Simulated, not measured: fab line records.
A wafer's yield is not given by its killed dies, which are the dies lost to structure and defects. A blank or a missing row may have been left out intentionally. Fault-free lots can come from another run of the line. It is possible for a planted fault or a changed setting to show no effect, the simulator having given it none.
Matching of chambers || flow n5Finfet || N5_BEOL_M9_CURE_71 on uvCure-03: 3 sister chambers
The step cures SiCOH lowk, time 240 s. 3 wafers are shown with their chamber, then 11 later ones without.

== WAFERS WITH THEIR CHAMBER ==
{"wafer": "L084.5", "chamber": 0, "wafer_temp_C_max": 387.0}
{"wafer": "L086.5", "chamber": 1, "wafer_temp_C_max": 387.0}
{"wafer": "L089.1", "chamber": 2, "wafer_temp_C_max": 387.7}

== WAFERS WITH NO CHAMBER GIVEN ==
{"wafer": "L089.2", "wafer_temp_C_max": 387.7}
{"wafer": "L089.5", "wafer_temp_C_max": 388.5}
{"wafer": "L089.3", "wafer_temp_C_max": 388.1}
{"wafer": "L089.4", "wafer_temp_C_max": 388.3}
{"wafer": "L089.6", "wafer_temp_C_max": 388.4}
{"wafer": "L094.1", "wafer_temp_C_max": 386.1}
{"wafer": "L094.2", "wafer_temp_C_max": 386.4}
{"wafer": "L094.4", "wafer_temp_C_max": 386.0}
{"wafer": "L095.2", "wafer_temp_C_max": 386.3}
{"wafer": "L095.5", "wafer_temp_C_max": 386.2}
{"wafer": "L095.6", "wafer_temp_C_max": 386.6}

== THE CHAMBER EACH PASSED THROUGH ==
{"wafer": "L089.2", "from the rows above": "can't be placed: 2 or 0 or 1", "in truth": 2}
{"wafer": "L089.5", "from the rows above": "can't be placed: 2 or 0 or 1", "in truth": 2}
{"wafer": "L089.3", "from the rows above": "can't be placed: 2 or 0 or 1", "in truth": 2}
{"wafer": "L089.4", "from the rows above": "can't be placed: 2 or 0 or 1", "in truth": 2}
{"wafer": "L089.6", "from the rows above": "can't be placed: 2 or 0 or 1", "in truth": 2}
{"wafer": "L094.1", "from the rows above": "can't be placed: 0 or 1 or 2", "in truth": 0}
{"wafer": "L094.2", "from the rows above": "can't be placed: 0 or 1 or 2", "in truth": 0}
{"wafer": "L094.4", "from the rows above": "can't be placed: 0 or 1 or 2", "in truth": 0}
{"wafer": "L095.2", "from the rows above": "can't be placed: 0 or 1 or 2", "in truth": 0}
{"wafer": "L095.5", "from the rows above": "can't be placed: 0 or 1 or 2", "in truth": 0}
{"wafer": "L095.6", "from the rows above": "can't be placed: 0 or 1 or 2", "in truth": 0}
0 of 11 placed correctly. These rows do not allow placing 11 (true chamber among the candidates in 11). Wrongly placed: 0.
How it was worked out, from the rows above alone: a wafer's distance from a chamber is the root of the sum, over the readings, of the square of ((its reading less the chamber's mean) divided by the reading's scatter). The wafer belongs to the nearest chamber; if the next one is less than 2 further off, it can't be placed. For every chamber, the mean is computed from those of its wafers that are shown. The scatter (one wafer shown for each chamber): square how far every hidden wafer sits from the nearest shown wafer, average those squares and take the square root.
